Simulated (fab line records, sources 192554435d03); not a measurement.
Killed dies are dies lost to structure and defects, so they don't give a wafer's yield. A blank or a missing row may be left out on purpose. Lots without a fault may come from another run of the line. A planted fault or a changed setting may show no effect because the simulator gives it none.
Chamber matching | flow n5_finfet | N5_BEOL_M8_CURE_75 on uv_cure-01: 3 sister chambers
The step cures SiCOH lowk, time 120 s. 3 wafers are shown with their chamber, then 7 later ones without.

WAFERS WITH THEIR CHAMBER
wafer  | chamber | lamp_power_pct (%)
L083.4 | 2       | 52.29
L087.5 | 0       | 52.35
L091.3 | 1       | 52.29

WAFERS WITHOUT THEIR CHAMBER
wafer  | lamp_power_pct (%)
L091.6 | 52.32
L095.2 | 52.31
L095.3 | 52.15
L095.5 | 52.37
L096.1 | 52.37
L096.2 | 52.33
L096.4 | 52.34

WHICH CHAMBER EACH WENT THROUGH
wafer  | from the rows above          | in truth
L091.6 | can't be placed: 0 or 1 or 2 | 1
L095.2 | can't be placed: 1 or 2 or 0 | 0
L095.3 | can't be placed: 1 or 2 or 0 | 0
L095.5 | can't be placed: 0 or 1 or 2 | 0
L096.1 | can't be placed: 0 or 1 or 2 | 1
L096.2 | can't be placed: 0 or 1 or 2 | 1
L096.4 | can't be placed: 0 or 1 or 2 | 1
Placed correctly: 0 of 7. Can't be placed from these rows: 7 (the true chamber is among the candidates in 7). Placed wrongly: 0.
How it was worked out, from the rows above alone: a wafer's distance from a chamber is the root of the sum, over the readings, of the square of ((its reading less the chamber's mean) divided by the reading's scatter). The wafer belongs to the nearest chamber; if the next one is less than 2 further off, it can't be placed. A chamber's mean is the mean of its shown wafers. The scatter: with one shown wafer a chamber, the root of the mean of the squares of how far each hidden wafer lies from its nearest shown one.
